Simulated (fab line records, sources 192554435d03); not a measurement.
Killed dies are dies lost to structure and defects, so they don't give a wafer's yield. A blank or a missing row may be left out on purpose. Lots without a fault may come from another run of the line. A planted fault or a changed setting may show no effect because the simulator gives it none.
fab line records | flow n5_finfet
record lots=10 wafers=29 last_day=17
route steps=1938 shown BEOL_M0_SAQP@637 BEOL_M4@1111 PAD_METAL@1896 PASSIVATION@1928 END@1938
lots that met no fault: from a run of the same line without faults
start_h: hours from the record's first day to the start of the lot's first wafer shown | wait_h: hours since the lot's step before | " the same as in the row above | L1.1+2: a row that stands for several wafers | - no value, or no start given | * or withheld: withheld | < > ~ a bound
route shown NAME@n: a module of which the file shows steps, and the number in the route of the first | usual: mean/standard deviation of fault-free wafers | same: alike in all rows | chamber/n: place in a boat | sites: the reading at each site | _std_site: their standard deviation | _edge_site: outer sites' mean less inner sites' | radius_mm: how far each site lies from the wafer's centre | mask NAME#n: copy n | behind: the tool/chamber that last shaped the wafer | hold: why the lot was held/for how many hours/how that ended | device: the transistor (n, p or np) that didn't switch | end of line: the same wafers' tests at the end of the route | a step without rows: its recipe alone | killed: dies lost to structure and defects at the first sort, not the wafer's yield | map: a wafer's dies, x killed, . not, _ none there
set.NAME: the setting as run; set.NAME@STEP: as run at that earlier step | model.NAME: the simulator's own value behind a step, which no gauge read
steps of the route over a sample of lots; a table a step, a row a wafer
services: from which hour (start_h, from the record's first day; less than 0 if before it) a tool's chamber was out of use, for how many hours, and why
## steps
# step N5_BEOL_M0_SAQP_PECVD_97
# recipe material=SiNx target_thk_a=230 temp_c=350 precursor=SiH4/NH3/N2 pressure_torr=1.5 rf_w=300 time_s=19.9
# usual heater_power_w=595/54 showerhead_plenum_p_Torr=5.14/0.057 throttle_valve_pct=40.1/2.2
# columns lot.wafer tool chamber start_h wait_h heater_power_w showerhead_plenum_p_Torr throttle_valve_pct
L899.1 pecvd-01 2 119.03 0.0 581 5.21 40.9
L899.2 " 0 " " 570 5.18 39.6
L899.4 " 1 " " 665 5.05 40.0
L900.1 pecvd-02 1 125.62 0.0 510 5.21 42.4
L900.4 " 1 " " 518 5.21 43.0
L900.5 " 0 " " 571 5.20 37.7
L904.1 pecvd-01 0 150.11 0.0 559 5.17 40.0
L904.3 " 2 " " 652 5.21 41.1
L904.4 " 1 " " 599 5.05 40.4
L905.2 pecvd-01 0 153.35 0.0 507 5.16 39.8
L905.4 " 2 " " 570 5.20 40.9
L905.5 " 0 " " 507 5.16 39.8
L906.4 pecvd-01 0 161.87 0.0 556 5.16 39.5
L906.5 " 1 " " 668 5.05 39.6
L908.2 pecvd-01 2 175.60 0.0 541 5.21 41.0
L908.3 " 1 " " 688 5.05 40.0
L908.4 " 0 " " 562 5.17 39.7
L909.1 pecvd-03 1 179.81 0.0 586 5.13 42.5
L909.3 " 2 " " 633 5.14 35.0
L909.5 " 0 " " 679 5.11 39.6
L916.3 pecvd-01 1 223.05 0.0 638 5.06 39.8
L916.5 " 1 " " 636 5.06 40.0
L916.6 " 0 " " 555 5.17 40.3
L918.1 pecvd-01 1 229.76 0.0 675 5.05 40.0
L918.4 " 0 " " 568 5.15 40.4
L918.6 " 1 " " 673 5.04 40.0
L920.3 pecvd-03 0 245.83 0.0 630 5.11 39.8
L920.5 " 0 " " 632 5.12 39.8
L920.6 " 1 " " 634 5.14 42.3
# step N5_BEOL_M4_RC_MEAS_101
# usual DIBL_N=36.1/1.6 DIBL_P=35.8/2.1 IOFF_N=0.16/0.031 IOFF_P=0.21/0.034 ION_N=673/12 ION_P=461/7.2 SS_N=71.4/0.59 SS_P=73.3/0.63 VT_N=250/3.1 VT_P=-250/3.3
# columns lot.wafer tool chamber start_h wait_h DIBL_N[mV/V] DIBL_P[mV/V] IOFF_N[nA/um] IOFF_P[nA/um] ION_N[uA/um] ION_P[uA/um] SS_N[mV/dec] SS_P[mV/dec] VT_N[mV] VT_P[mV]
L900.1 prober-02 0 180.90 0.0 34.4 35.0 0.13 0.17 658 451 70.6 73.4 253 -252
L900.4 " 0 " " 36.0 36.9 0.16 0.21 686 467 71.6 73.6 250 -251
L900.5 " 0 " " 36.2 36.9 0.16 0.20 670 457 71.4 73.9 250 -253
L899.1 prober-02 0 186.04 0.0 34.3 33.2 0.11 0.15 661 454 71.0 72.4 254 -255
L899.2 " 0 " " 35.6 35.8 0.13 0.19 663 458 70.2 73.4 251 -254
L899.4 " 0 " " 35.1 33.9 0.12 0.16 661 460 71.0 72.8 254 -254
L904.1 prober-01 0 215.10 0.0 37.1 35.6 0.18 0.23 691 465 72.0 73.1 247 -249
L904.3 " 0 " " 35.8 34.7 0.14 0.21 671 461 71.1 73.3 250 -247
L904.4 " 0 " " 37.0 35.9 0.17 0.24 683 471 72.0 73.2 247 -245
L905.2 prober-01 0 228.16 0.2 38.0 38.3 0.17 0.26 679 480 72.0 73.9 250 -244
L905.4 " 0 " " 37.3 35.4 0.14 0.21 660 458 71.1 73.1 249 -249
L905.5 " 0 " " 36.9 35.4 0.14 0.21 664 462 71.9 72.7 253 -248
L906.4 prober-02 0 233.98 0.5 36.4 35.5 0.14 0.18 667 453 70.6 73.6 251 -253
L906.5 " 0 " " 36.4 36.1 0.15 0.21 668 454 70.6 73.7 251 -251
L908.2 prober-01 0 246.21 0.2 34.2 34.8 0.14 0.20 666 463 70.9 72.3 250 -249
L908.3 " 0 " " 34.6 36.0 0.15 0.21 688 478 71.3 72.5 248 -250
L908.4 " 0 " " 36.7 36.9 0.18 0.21 687 471 71.7 73.6 247 -254
L909.1 prober-01 0 250.77 0.0 36.6 36.1 0.16 0.22 667 463 71.8 73.7 249 -248
L909.3 " 0 " " 36.2 34.7 0.15 0.19 665 457 71.3 72.7 253 -249
L909.5 " 0 " " 33.7 32.1 0.12 0.16 658 448 70.5 72.8 252 -251
L916.3 prober-01 0 284.45 0.3 34.9 34.4 0.14 0.20 658 457 71.2 72.8 252 -249
L916.5 " 0 " " 34.4 33.1 0.12 0.17 654 450 70.5 72.2 254 -253
L916.6 " 0 " " 35.2 34.6 0.13 0.20 660 454 71.1 73.1 251 -250
L918.1 prober-01 0 300.74 0.0 36.8 35.8 0.18 0.22 676 465 71.4 73.6 247 -247
L918.4 " 0 " " 38.2 38.7 0.21 0.29 685 469 72.2 74.5 244 -246
L918.6 " 0 " " 37.3 36.1 0.17 0.23 675 462 71.9 73.7 249 -249
L920.3 prober-02 0 310.34 0.3 34.9 36.0 0.16 0.20 682 463 71.6 73.4 248 -247
L920.5 " 0 " " 35.4 36.3 0.17 0.21 674 461 71.3 74.2 248 -248
L920.6 " 0 " " 36.7 38.3 0.21 0.24 688 463 72.0 73.9 242 -248
# step N5_PASSIVATION_AL_DEP_21
# recipe material=Al target_thk_a=28000 temp_c=400 time_s=170 power_w=30000 chamber_pressure_pa=0.4 gas=Ar
# usual substrate_temp_c=400.00/0.21 throttle_valve_pct=29.9/0.89
# columns lot.wafer tool chamber start_h wait_h substrate_temp_c throttle_valve_pct
L900.1 pvd_sputter-03 - 281.04 0.1 399.93 30.8
L900.4 " - " " 400.05 29.3
L900.5 " - " " 400.39 28.4
L899.1 pvd_sputter-01 - 283.72 0.1 399.74 29.7
L899.2 " - " " 400.30 31.5
L899.4 " - " " 399.78 30.4
L905.2 pvd_sputter-02 - 327.05 0.1 399.88 28.9
L905.4 " - " " 399.89 29.4
L905.5 " - " " 400.17 29.0
L906.4 pvd_sputter-03 - 338.56 0.1 400.01 29.3
L906.5 " - " " 399.44 28.5
L908.2 pvd_sputter-01 - 346.51 0.1 400.31 29.6
L908.3 " - " " 399.51 30.7
L908.4 " - " " 400.21 29.6
L909.1 pvd_sputter-02 - 351.63 0.1 400.13 29.8
L909.3 " - " " 400.27 30.6
L909.5 " - " " 399.93 29.4
L904.1 pvd_sputter-02 - 356.55 0.1 399.87 29.2
L904.3 " - " " 399.91 29.1
L904.4 " - " " 400.12 30.0
L916.3 pvd_sputter-01 - 376.56 0.1 399.73 31.6
L916.5 " - " " 399.55 31.8
L916.6 " - " " 400.42 29.6
L918.1 pvd_sputter-02 - 395.31 0.1 400.06 28.9
L918.4 " - " " 400.40 30.5
L918.6 " - " " 400.12 30.2
L920.3 pvd_sputter-03 - 400.82 0.1 400.35 31.1
L920.5 " - " " 399.87 30.9
L920.6 " - " " 399.97 29.1
# step N5_PASSIVATION_DESCUM_46
# recipe chemistry=O2 time_s=7.9 source_power_w=50 bias_power_w=20 pressure_mtorr=20 rf_frequency_hz=2.712e+07 temp_c=40 o2_flow_sccm=225
# usual drypump_motor_current_A=5.9/0.45 oes_product_au=0.78/0.088 rf_vpp_V=243.1/0.98 showerhead_plenum_p_Torr=2.08/0.052 throttle_valve_pct=20.51/0.24
# columns lot.wafer tool chamber start_h wait_h drypump_motor_current_A oes_product_au rf_hours_counter_h rf_vpp_V showerhead_plenum_p_Torr throttle_valve_pct
L900.1 rie_diel-02 0 283.75 0.3 6.2 0.83 57 243.9 2.13 20.39
L900.4 " 3 " " 5.2 0.69 227 242.7 2.08 20.39
L900.5 " 2 " " 6.7 0.72 - 244.8 2.17 20.88
L899.1 rie_diel-04 3 289.60 1.0 5.6 0.90 30 243.0 2.14 20.61
L899.2 " 1 " " 5.6 0.77 131 242.7 2.09 20.59
L899.4 " 0 " " 5.3 0.68 244 242.2 2.05 20.42
L905.2 rie_diel-02 0 332.51 0.2 6.1 0.81 79 244.3 2.12 20.43
L905.4 " 3 " " 5.2 0.67 - 242.3 2.07 20.41
L905.5 " 1 " " 5.9 0.73 - 242.7 2.07 20.67
L906.4 rie_diel-04 2 342.00 0.7 6.0 0.74 162 242.4 2.07 20.14
L906.5 " 0 " " 5.3 0.95 - 243.5 2.04 19.97
L908.2 rie_diel-04 2 348.97 0.2 6.0 0.73 164 242.9 2.07 20.14
L908.3 " 0 " " 5.3 0.94 9 243.4 2.04 19.98
L908.4 " 3 " " 5.6 0.88 49 244.7 2.14 20.64
L909.1 rie_diel-04 2 354.02 0.0 6.0 0.73 166 242.1 2.07 20.14
L909.3 " 3 " " 5.6 0.87 51 243.1 2.14 20.64
L909.5 " 0 " " 5.3 0.92 - 241.5 2.04 19.98
L904.1 rie_diel-02 2 358.85 0.0 6.7 0.70 237 243.6 2.16 20.93
L904.3 " 0 " " 6.2 0.80 93 243.4 2.12 20.46
L904.4 " 2 " " 6.7 0.70 - 244.3 2.16 20.94
L916.3 rie_diel-01 2 379.12 0.0 5.6 0.70 179 242.6 2.00 20.72
L916.5 " 2 " " 5.6 0.70 - 240.6 2.00 20.70
L916.6 " 3 " " 6.7 0.91 - 243.8 2.13 20.48
L918.1 rie_diel-01 3 398.52 0.3 6.7 0.90 41 243.5 2.13 20.48
L918.4 " 1 " " 6.2 0.77 145 243.4 2.11 20.82
L918.6 " 3 " " 6.6 0.89 - 244.2 2.13 20.51
L920.3 rie_diel-02 0 403.58 0.4 6.2 0.79 111 244.2 2.11 20.48
L920.5 " 0 " " 6.2 0.79 - 242.7 2.11 20.48
L920.6 " 1 " " 5.8 0.71 - 243.3 2.06 20.71
# step N5_PASSIVATION_PROBE_49
# usual defect_limited_yield=91.0/1.5 killed_at_M0_to_M3=35/11 killed_at_M4_up=13/6 killed_at_contacts=14/6.5 killed_at_front_end=40/12 killed_at_other=4/3.4 killed_dies=106/18 killed_on_rim=14/4.7 killed_open=68/14 killed_short=35/7.7 sort_bin_5_function=5.2/0.98 sort_bin_6_memory=3.4/0.72 sort_bin_8_speed=0.02/0.24 sort_n_pass=1074/18 sort_yield_pct=91.0/1.5
# same gross_dies=1180 killed_at_back_side=0 sort_bin_4_leakage[%]=0
# columns lot.wafer tool chamber start_h wait_h defect_limited_yield[%] killed_at_M0_to_M3 killed_at_M4_up killed_at_contacts killed_at_front_end killed_at_other killed_dies killed_on_rim killed_open killed_short sort_bin_5_function[%] sort_bin_6_memory[%] sort_bin_8_speed[%] sort_n_pass sort_yield_pct[%]
L900.1 prober-02 - 286.79 0.0 89.7 49 9 19 37 7 121 22 75 46 5.8 3.8 0 1059 89.7
L900.4 prober-02 - 286.94 0.2 91.8 49 11 13 22 2 97 14 57 40 5.0 2.7 0 1083 91.8
L900.5 prober-02 - 286.99 0.2 87.5 85 13 13 36 0 147 26 81 66 6.7 5.2 0 1033 87.5
L899.1 prober-02 - 292.65 0.0 92.4 22 7 11 42 8 90 9 61 29 4.2 3.1 0 1090 92.4
L899.2 prober-02 - 292.70 0.1 89.2 50 7 16 53 1 127 18 81 43 6.8 3.7 0 1053 89.2
L899.4 prober-02 - 292.80 0.2 91.5 34 12 13 38 3 100 15 62 32 4.7 3.5 0 1080 91.5
L905.2 prober-01 - 335.60 0.1 90.9 24 18 15 48 2 107 9 66 39 5.4 3.1 0 1073 90.9
L905.4 prober-01 - 335.70 0.2 93.6 24 9 7 28 8 76 5 51 23 3.5 2.6 0 1104 93.6
L905.5 prober-01 - 335.75 0.2 92.7 19 9 12 38 8 86 16 51 35 4.4 2.7 0 1094 92.7
L906.4 prober-01 - 345.20 0.2 91.2 36 14 16 37 1 104 6 69 34 5.4 3.1 0 1076 91.2
L906.5 prober-01 - 345.25 0.2 91.0 29 19 31 26 1 106 16 69 36 5.4 3.2 0 1074 91.0
L908.2 prober-02 - 352.08 0.1 93.5 22 12 10 24 9 77 9 48 28 3.6 2.5 0 1103 93.5
L908.3 prober-02 - 352.13 0.1 94.0 18 9 11 31 2 71 9 46 24 3.6 2.3 0 1109 94.0
L908.4 prober-02 - 352.18 0.2 94.5 18 10 9 23 5 65 14 41 23 3.3 1.9 0 1115 94.5
L909.1 prober-01 - 357.07 0.0 91.6 31 10 23 31 4 99 16 66 32 5.1 3.3 0 1081 91.6
L909.3 prober-01 - 357.17 0.1 92.5 22 16 9 40 1 88 11 60 24 4.7 2.5 0 1092 92.5
L909.5 prober-01 - 357.27 0.2 92.5 20 15 20 28 6 89 11 58 29 3.7 3.6 0 1091 92.5
L904.1 prober-02 - 361.89 0.0 90.4 34 11 15 44 9 113 8 81 30 6.0 3.2 0 1067 90.4
L904.3 prober-02 - 361.99 0.1 90.7 9 11 10 79 1 110 14 69 38 5.3 3.6 0 1070 90.7
L904.4 prober-02 - 362.04 0.2 90.8 21 13 12 56 7 109 14 77 30 5.7 3.4 0 1071 90.8
L916.3 prober-01 - 382.26 0.1 85.2 119 10 9 34 3 175 77 55 28 4.6 2.5 0.08 1005 85.2
L916.5 prober-01 - 382.36 0.2 83.7 123 11 12 37 9 192 80 75 33 6.1 3.2 0 988 83.7
L916.6 prober-01 - 382.41 0.3 85.0 120 11 18 25 3 177 90 45 30 3.5 3.0 0 1003 85.0
L918.1 prober-02 - 401.58 0.0 81.9 142 19 13 37 3 214 102 79 28 6.3 2.7 0 966 81.9
L918.4 prober-02 - 401.73 0.2 85.4 113 20 15 24 0 172 88 59 19 3.6 3.0 0 1008 85.4
L918.6 prober-02 - 401.83 0.3 83.7 115 14 14 45 4 192 80 63 40 4.9 3.9 0 988 83.7
L920.3 prober-01 - 407.87 0.4 89.7 51 7 29 29 5 121 12 89 31 5.8 4.0 0 1059 89.7
L920.5 prober-01 - 407.97 0.5 89.1 48 6 26 47 2 129 11 85 42 6.4 4.3 0 1051 89.1
L920.6 prober-01 - 408.02 0.6 90.4 33 6 28 44 2 113 15 66 41 5.3 3.7 0 1067 90.4
# killed by level:class
L900.1 BEOL_M0_SAQP:geometric_particle:short=21 MOL_CONTACT_COAG:geometric_particle:open=15 BEOL_M0_SAQP:geometric_particle:open=13 STI_FIN_REVEAL:geometric_particle:open=7 BEOL_M0:geometric_particle:open=7 GATE_CUT:geometric_particle:open=6 FIN_SAQP:geometric_particle:short=5 STARTING-WAFER:geometric_particle:short=5
L900.4 BEOL_M0_SAQP:geometric_particle:open=15 BEOL_M0_SAQP:geometric_particle:short=13 MOL_CONTACT_COAG:geometric_particle:open=10 BEOL_M2:geometric_particle:open=7 FIN_SAQP:geometric_particle:short=5 GATE_CUT:geometric_particle:short=5 MOL_CONTACT_COAG:geometric_particle:short=3 BEOL_M0:geometric_particle:open=3
L900.5 BEOL_M0_SAQP:geometric_particle:open=33 BEOL_M0_SAQP:geometric_particle:short=31 MOL_CONTACT_COAG:geometric_particle:open=10 GATE_CUT:geometric_particle:short=8 DUMMY_GATE:geometric_particle:open=6 FIN_SAQP:geometric_particle:short=5 BEOL_M0:geometric_particle:short=5 BEOL_M2:geometric_particle:open=5
L899.1 FIN_SAQP:geometric_particle:open=15 MOL_CONTACT_COAG:geometric_particle:open=9 BEOL_M0_SAQP:geometric_particle:short=8 DUMMY_GATE:geometric_particle:open=7 BEOL_M2:geometric_particle:open=7 FIN_SAQP:geometric_particle:short=5 BEOL_M0_SAQP:geometric_particle:open=5 STI_FIN_REVEAL:geometric_particle:open=4
L899.2 BEOL_M0_SAQP:geometric_particle:open=15 MOL_CONTACT_COAG:geometric_particle:open=14 STI_FIN_REVEAL:geometric_particle:open=13 GATE_CUT:geometric_particle:short=13 BEOL_M2:geometric_particle:open=13 STI_FIN_REVEAL:geometric_particle:short=7 BEOL_M0_SAQP:geometric_particle:short=6 BEOL_M2:geometric_particle:short=6
L899.4 FIN_SAQP:geometric_particle:open=15 BEOL_M2:geometric_particle:open=11 MOL_CONTACT_COAG:geometric_particle:open=9 BEOL_M0_SAQP:geometric_particle:short=8 BEOL_M0_SAQP:geometric_particle:open=7 DUMMY_GATE:geometric_particle:open=5 BEOL_M2:geometric_particle:short=5 MOL_CONTACT_COAG:geometric_particle:short=4
L905.2 MOL_CONTACT_COAG:geometric_particle:open=13 STI_FIN_REVEAL:geometric_particle:open=10 BEOL_M0_SAQP:geometric_particle:open=8 STI_FIN_REVEAL:geometric_particle:short=8 FIN_SAQP:geometric_particle:open=7 BEOL_M3:geometric_particle:open=7 BEOL_M4:geometric_particle:short=6 FIN_SAQP:geometric_particle:short=5
L905.4 FIN_SAQP:geometric_particle:open=7 BEOL_M3:geometric_particle:open=7 MOL_CONTACT_COAG:geometric_particle:open=6 BEOL_M1:geometric_particle:open=5 BEOL_M5:geometric_particle:open=5 FIN_SAQP:geometric_particle:short=4 GATE_CUT:geometric_particle:open=3 GATE_CUT:geometric_particle:short=3
L905.5 MOL_CONTACT_COAG:geometric_particle:open=11 FIN_SAQP:geometric_particle:open=10 BEOL_M0_SAQP:geometric_particle:short=8 BEOL_M4:geometric_particle:open=6 FIN_SAQP:geometric_particle:short=5 BEOL_M0_SAQP:geometric_particle:open=5 GATE_CUT:geometric_particle:short=4 GATE_CUT:geometric_particle:open=4
L906.4 MOL_CONTACT_COAG:geometric_particle:open=13 BEOL_M3:geometric_particle:open=8 BEOL_M1:geometric_particle:short=8 SPACER0:geometric_particle:open=6 BEOL_M0_SAQP:geometric_particle:open=6 STARTING-WAFER:geometric_particle:open=6 STI_FIN_REVEAL:geometric_particle:open=5 BEOL_M0_SAQP:geometric_particle:short=5
L906.5 MOL_CONTACT_COAG:geometric_particle:open=24 BEOL_M0_SAQP:geometric_particle:short=10 BEOL_M0_SAQP:geometric_particle:open=8 GATE_CUT:geometric_particle:short=7 MOL_CONTACT_COAG:geometric_particle:short=7 GATE_CUT:geometric_particle:open=5 BEOL_M5:geometric_particle:open=5 FIN_SAQP:geometric_particle:open=4
L908.2 MOL_CONTACT_COAG:geometric_particle:open=7 STI_FIN_REVEAL:geometric_particle:open=6 BEOL_M3:geometric_particle:open=6 ILD0:geometric_particle:open=4 ILD0:geometric_particle:short=4 BEOL_M1:geometric_particle:open=4 BEOL_M1:geometric_particle:short=4 BEOL_M5:geometric_particle:open=4
L908.3 MOL_CONTACT_COAG:geometric_particle:open=7 STARTING-WAFER:geometric_particle:open=7 DUMMY_GATE:geometric_particle:open=4 GATE_CUT:geometric_particle:short=4 MOL_CONTACT_COAG:geometric_particle:short=4 BEOL_M2:geometric_particle:open=4 BEOL_M3:geometric_particle:open=4 FIN_SAQP:geometric_particle:open=3
L908.4 BEOL_M0_SAQP:geometric_particle:open=8 DUMMY_GATE:geometric_particle:open=6 MOL_CONTACT_COAG:geometric_particle:open=6 FIN_SAQP:geometric_particle:short=4 BEOL_M1:geometric_particle:open=4 STI_FIN_REVEAL:geometric_particle:open=3 MOL_CONTACT_COAG:geometric_particle:short=3 PASS1_CAP:geometric_particle:short=3
L909.1 MOL_CONTACT_COAG:geometric_particle:open=21 BEOL_M1:geometric_particle:open=8 FIN_SAQP:geometric_particle:open=7 GATE_CUT:geometric_particle:short=6 BEOL_M4:geometric_particle:open=5 FIN_SAQP:geometric_particle:short=4 DUMMY_GATE:geometric_particle:open=4 GATE_CUT:geometric_particle:open=4
L909.3 BEOL_M4:geometric_particle:open=12 FIN_SAQP:geometric_particle:short=11 MOL_CONTACT_COAG:geometric_particle:open=8 BEOL_M0_SAQP:geometric_particle:open=8 GATE_CUT:geometric_particle:open=7 FIN_SAQP:geometric_particle:open=6 BEOL_M2:geometric_particle:open=5 DUMMY_GATE:geometric_particle:open=3
L909.5 MOL_CONTACT_COAG:geometric_particle:open=16 BEOL_M0:geometric_particle:open=7 FIN_SAQP:geometric_particle:short=6 DUMMY_GATE:geometric_particle:open=4 GATE_CUT:geometric_particle:open=4 BEOL_M3:geometric_particle:open=4 BEOL_M4:geometric_particle:open=4 FIN_SAQP:geometric_particle:open=3
L904.1 MOL_CONTACT_COAG:geometric_particle:open=13 STI_FIN_REVEAL:geometric_particle:open=10 GATE_CUT:geometric_particle:short=10 BEOL_M2:geometric_particle:open=9 BEOL_M3:geometric_particle:open=8 GATE_CUT:geometric_particle:open=7 FIN_SAQP:geometric_particle:open=6 BEOL_M0_SAQP:geometric_particle:short=6
L904.3 STI_FIN_REVEAL:geometric_particle:open=23 FIN_SAQP:geometric_particle:open=14 FIN_SAQP:geometric_particle:short=10 GATE_CUT:geometric_particle:short=8 DUMMY_GATE:geometric_particle:open=7 MOL_CONTACT_COAG:geometric_particle:open=7 BEOL_M4:geometric_particle:open=6 STI_FIN_REVEAL:geometric_particle:short=4
L904.4 STI_FIN_REVEAL:geometric_particle:open=21 GATE_CUT:geometric_particle:short=10 MOL_CONTACT_COAG:geometric_particle:open=9 BEOL_M3:geometric_particle:open=8 FIN_SAQP:geometric_particle:open=6 BEOL_M0_SAQP:geometric_particle:open=5 BEOL_M4:geometric_particle:open=4 DUMMY_GATE:geometric_particle:open=4
L916.3 BEOL_M0_SAQP:area_pecvd=83 BEOL_M0:geometric_particle:open=8 BEOL_M2:geometric_particle:open=7 MOL_CONTACT_COAG:geometric_particle:open=6 HKMG_FIN:area_etch=6 BEOL_M0_SAQP:geometric_particle:short=4 BEOL_M0_SAQP:geometric_particle:open=4 BEOL_M3:geometric_particle:open=4
L916.5 BEOL_M0_SAQP:area_pecvd=80 STI_FIN_REVEAL:geometric_particle:open=9 MOL_CONTACT_COAG:geometric_particle:open=9 BEOL_M2:geometric_particle:open=9 BEOL_M0_SAQP:geometric_particle:open=8 BEOL_M1:geometric_particle:open=8 DUMMY_GATE:geometric_particle:open=6 BEOL_M0_SAQP:geometric_particle:short=5
L916.6 BEOL_M0_SAQP:area_pecvd=98 MOL_CONTACT_COAG:geometric_particle:open=14 BEOL_M0_SAQP:geometric_particle:short=6 BEOL_M0:geometric_particle:open=5 BEOL_M4:geometric_particle:open=5 DUMMY_GATE:geometric_particle:open=4 ILD0:geometric_particle:short=4 MOL_CONTACT_COAG:geometric_particle:short=4
L918.1 BEOL_M0_SAQP:area_pecvd=105 STI_FIN_REVEAL:geometric_particle:open=21 MOL_CONTACT_COAG:geometric_particle:open=10 BEOL_M0_SAQP:geometric_particle:short=10 BEOL_M0_SAQP:geometric_particle:open=9 BEOL_M4:geometric_particle:open=9 GATE_CUT:geometric_particle:short=5 BEOL_M2:geometric_particle:open=5
L918.4 BEOL_M0_SAQP:area_pecvd=92 MOL_CONTACT_COAG:geometric_particle:open=12 STI_FIN_REVEAL:geometric_particle:open=8 BEOL_M1:geometric_particle:open=6 BEOL_M3:geometric_particle:open=6 BEOL_M4:geometric_particle:open=6 STARTING-WAFER:geometric_particle:short=4 MOL_CONTACT_COAG:geometric_particle:short=3
L918.6 BEOL_M0_SAQP:area_pecvd=86 GATE_CUT:geometric_particle:short=11 MOL_CONTACT_COAG:geometric_particle:open=10 STI_FIN_REVEAL:geometric_particle:open=9 BEOL_M0_SAQP:geometric_particle:open=7 DUMMY_GATE:geometric_particle:open=5 BEOL_M1:geometric_particle:open=5 BEOL_M3:geometric_particle:open=5
L920.3 MOL_CONTACT_COAG:geometric_particle:open=22 BEOL_M2:geometric_particle:open=17 BEOL_M1:geometric_particle:open=12 BEOL_M0_SAQP:geometric_particle:open=9 MOL_CONTACT_COAG:geometric_particle:short=7 FIN_SAQP:geometric_particle:short=6 FIN_SAQP:geometric_particle:open=5 DUMMY_GATE:geometric_particle:open=5
L920.5 MOL_CONTACT_COAG:geometric_particle:open=21 BEOL_M0_SAQP:geometric_particle:open=12 BEOL_M1:geometric_particle:open=11 FIN_SAQP:geometric_particle:open=10 FIN_SAQP:geometric_particle:short=9 BEOL_M3:geometric_particle:open=9 STI_FIN_REVEAL:geometric_particle:open=7 GATE_CUT:geometric_particle:short=6
L920.6 MOL_CONTACT_COAG:geometric_particle:open=20 BEOL_M0_SAQP:geometric_particle:open=10 BEOL_M0_SAQP:geometric_particle:short=10 FIN_SAQP:geometric_particle:open=9 GATE_CUT:geometric_particle:short=8 FIN_SAQP:geometric_particle:short=6 MOL_CONTACT_COAG:geometric_particle:short=6 STI_FIN_REVEAL:geometric_particle:open=5
# step N5_PASSIVATION_INSPECT_57
# recipe inspect_instrument=macro mode=outgoing
# usual raw_defect_count=2.2/1.4
# columns lot.wafer tool chamber start_h wait_h raw_defect_count
L900.1 defect_inspect-02 - 287.14 0.0 2
L900.4 " - " " 0
L900.5 " - " " 2
L899.1 defect_inspect-02 - 293.00 0.0 2
L899.2 " - " " 1
L899.4 " - " " 2
L905.2 defect_inspect-01 - 335.91 0.0 1
L905.4 " - " " 2
L905.5 " - " " 4
L906.4 defect_inspect-01 - 345.41 0.0 1
L906.5 " - " " 2
L908.2 defect_inspect-01 - 352.39 0.0 4
L908.3 " - " " 1
L908.4 " - " " 0
L909.1 defect_inspect-01 - 357.42 0.0 0
L909.3 " - " " 1
L909.5 " - " " 1
L904.1 defect_inspect-02 - 362.24 0.0 5
L904.3 " - " " 1
L904.4 " - " " 4
L916.3 defect_inspect-02 - 382.52 0.0 5
L916.5 " - " " 3
L916.6 " - " " 1
L918.1 defect_inspect-01 - 401.93 0.0 0
L918.4 " - " " 4
L918.6 " - " " 3
L920.3 defect_inspect-02 - 408.13 0.0 0
L920.5 " - " " 3
L920.6 " - " " 2
## services
# columns tool chamber start_h hours kind
rie_diel-01 1 98.46 4.6 repair
pvd_sputter-03 - 108.54 2.4 repair
pecvd-03 2 127.03 15.7 repair
pecvd-01 0 131.43 10.7 repair
rie_diel-04 3 149.90 3.7 repair
rie_diel-02 2 165.11 1.6 repair
rie_diel-02 1 169.68 5.5 repair
rie_diel-02 - 176.27 14.6 pm
rie_diel-04 0 192.97 14.7 repair
pvd_sputter-02 - 205.02 2.0 repair
pecvd-03 1 218.34 4.4 repair
rie_diel-01 3 242.29 6.0 repair
pvd_sputter-01 - 246.25 3.0 repair
pecvd-01 0 248.25 4.4 repair
pecvd-01 1 260.05 5.9 repair
rie_diel-01 1 269.22 5.2 repair
pecvd-03 - 273.89 2.8 pm
rie_diel-02 1 318.16 4.5 repair
rie_diel-02 3 322.29 6.9 repair
pvd_sputter-01 - 335.05 1.8 repair
pvd_sputter-01 - 354.34 9.6 repair
pvd_sputter-01 - 366.21 1.5 repair
rie_diel-02 1 372.11 5.3 repair
rie_diel-02 - 382.23 3.2 repair
## key
first_sign step=N5_PASSIVATION_PROBE_49 reading=killed_at_M0_to_M3 direction=up sigmas=7.9 usual=35 struck=122
effect step=N5_PASSIVATION_PROBE_49 reading=killed_dies direction=up sigmas=4.5 usual=106 struck=187
more_kills_born_at N5_BEOL_M0_SAQP_PECVD_97@pecvd-01=544
met_at N5_BEOL_M0_SAQP_PECVD_97
struck_lots L916,L918
not_acting_at N5_PASSIVATION_AL_DEP_21,N5_PASSIVATION_DESCUM_46,N5_PASSIVATION_INSPECT_57
onset_between 175.60 223.05
fault kind=site_profile_drift tool=pecvd-01 chamber=- onset_h=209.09 steps=N5_BEOL_M0_SAQP_PECVD_97 basis=fraction max_abs_drift=0.46233 slope_share_per_hr=102.74 site_pattern=0,0,0,0,0,-1,-1,-1,-1
